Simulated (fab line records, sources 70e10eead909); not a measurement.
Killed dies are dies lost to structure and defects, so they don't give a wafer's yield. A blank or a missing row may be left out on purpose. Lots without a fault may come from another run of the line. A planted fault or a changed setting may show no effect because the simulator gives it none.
Chamber matching | flow nand_harc | NHARC_A_CONTACT_DEP_58 on pecvd-02: 3 sister chambers
The step deposits SiON, target thk 90 nm. 6 wafers are shown with their chamber, then 9 later ones without.

WAFERS WITH THEIR CHAMBER
wafer  | chamber | showerhead_vpp_V (V) | heater_power_w (W)
L081.4 | 1       | 1061                 | 769
L084.3 | 1       | 1068                 | 833
L085.6 | 2       | 1129                 | 683
L089.2 | 2       | 1112                 | 610
L089.3 | 0       | 1240                 | 679
L089.5 | 0       | 1227                 | 679

WAFERS WITHOUT THEIR CHAMBER
wafer  | showerhead_vpp_V (V) | heater_power_w (W)
L092.2 | 1115                 | 699
L092.5 | 1062                 | 795
L092.6 | 1113                 | 723
L095.2 | 1067                 | 878
L095.3 | 1147                 | 743
L095.6 | 1069                 | 735
L097.3 | 1082                 | 832
L097.5 | 1106                 | 838
L097.6 | 1232                 | 716

WHICH CHAMBER EACH WENT THROUGH
wafer  | from the rows above     | in truth
L092.2 | 2                       | 2
L092.5 | 1                       | 1
L092.6 | 2                       | 2
L095.2 | 1                       | 1
L095.3 | 2                       | 2
L095.6 | 1                       | 1
L097.3 | 1                       | 1
L097.5 | can't be placed: 1 or 2 | 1
L097.6 | 0                       | 0
Placed correctly: 8 of 9. Can't be placed from these rows: 1 (the true chamber is among the candidates in 1). Placed wrongly: 0.
How it was worked out, from the rows above alone: a wafer's distance from a chamber is the root of the sum, over the readings, of the square of ((its reading less the chamber's mean) divided by the reading's scatter). The wafer belongs to the nearest chamber; if the next one is less than 2 further off, it can't be placed. A chamber's mean is the mean of its shown wafers. The scatter: the root of (the sum of the squares of (reading less its chamber's mean) over the shown wafers, divided by (wafers less chambers)).
